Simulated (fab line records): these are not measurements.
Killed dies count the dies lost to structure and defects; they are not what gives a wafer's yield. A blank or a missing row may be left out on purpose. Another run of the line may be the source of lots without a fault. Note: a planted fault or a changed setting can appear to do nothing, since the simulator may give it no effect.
Matching of chambers -- flow n5-finfet -- N5_BEOL_M0_PRE_CLEAN_131 on cvd-co-02 has 3 sister chambers
The step time 15 s. 3 wafers are shown with their chamber, then 11 later ones without.

WAFERS, EACH WITH ITS CHAMBER
wafer,chamber,heater-power-w (W)
L087.6,1,87
L088.6,2,66
L090.2,0,83

WAFERS WITH NO CHAMBER GIVEN
wafer,heater-power-w (W)
L090.3,66
L090.4,87
L094.1,86
L094.2,67
L094.3,80
L096.3,88
L096.5,87
L096.6,82
L097.1,83
L097.5,81
L097.6,67

WHICH CHAMBER EACH WENT THROUGH
wafer,from the rows above,in truth
L090.3,2,2
L090.4,1,1
L094.1,can't be placed: 1 or 0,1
L094.2,2,2
L094.3,0,0
L096.3,1,1
L096.5,1,1
L096.6,0,0
L097.1,0,0
L097.5,0,0
L097.6,2,2
10 of 11 placed correctly. Cannot be placed on the basis of these rows: 1; the candidates contain the true chamber in 1. Wrongly placed: 0.
How it was worked out, from the rows above alone: a wafer's distance from a chamber is the root of the sum, over the readings, of the square of ((its reading less the chamber's mean) divided by the reading's scatter). The wafer belongs to the nearest chamber; if the next one is less than 2 further off, it can't be placed. Each chamber's mean is taken over the wafers shown for it. The scatter: with one shown wafer a chamber, the root of the mean of the squares of how far each hidden wafer lies from its nearest shown one.
